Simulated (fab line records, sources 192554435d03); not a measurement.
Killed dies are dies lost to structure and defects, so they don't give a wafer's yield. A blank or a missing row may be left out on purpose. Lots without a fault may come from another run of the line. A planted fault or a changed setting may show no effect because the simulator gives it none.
Chamber matching | flow n5_finfet | N5_BEOL_M1_STRIP_36 on rie_diel-02: 4 sister chambers
The step strips in N2/H2. 8 wafers are shown with their chamber, then 9 later ones without.

WAFERS WITH THEIR CHAMBER
wafer  | chamber | showerhead_plenum_p_Torr (Torr) | throttle_valve_pct (%)
L076.4 | 3       | 2.47                            | 23.91
L083.3 | 0       | 2.48                            | 23.46
L083.5 | 2       | 2.63                            | 23.50
L084.4 | 0       | 2.48                            | 23.45
L084.5 | 1       | 2.58                            | 23.63
L088.1 | 2       | 2.63                            | 23.52
L088.2 | 3       | 2.46                            | 23.94
L088.4 | 1       | 2.58                            | 23.64

WAFERS WITHOUT THEIR CHAMBER
wafer  | showerhead_plenum_p_Torr (Torr) | throttle_valve_pct (%)
L094.1 | 2.62                            | 23.54
L094.2 | 2.58                            | 23.64
L094.3 | 2.47                            | 23.46
L093.3 | 2.58                            | 23.64
L093.4 | 2.47                            | 23.47
L093.5 | 2.45                            | 23.95
L096.2 | 2.62                            | 23.55
L096.3 | 2.58                            | 23.63
L096.6 | 2.47                            | 23.51

WHICH CHAMBER EACH WENT THROUGH
wafer  | from the rows above | in truth
L094.1 | 2                   | 2
L094.2 | 1                   | 1
L094.3 | 0                   | 0
L093.3 | 1                   | 1
L093.4 | 0                   | 0
L093.5 | 3                   | 3
L096.2 | 2                   | 2
L096.3 | 1                   | 1
L096.6 | 0                   | 0
Placed correctly: 9 of 9. Can't be placed from these rows: 0. Placed wrongly: 0.
How it was worked out, from the rows above alone: a wafer's distance from a chamber is the root of the sum, over the readings, of the square of ((its reading less the chamber's mean) divided by the reading's scatter). The wafer belongs to the nearest chamber; if the next one is less than 2 further off, it can't be placed. A chamber's mean is the mean of its shown wafers. The scatter: the root of (the sum of the squares of (reading less its chamber's mean) over the shown wafers, divided by (wafers less chambers)).
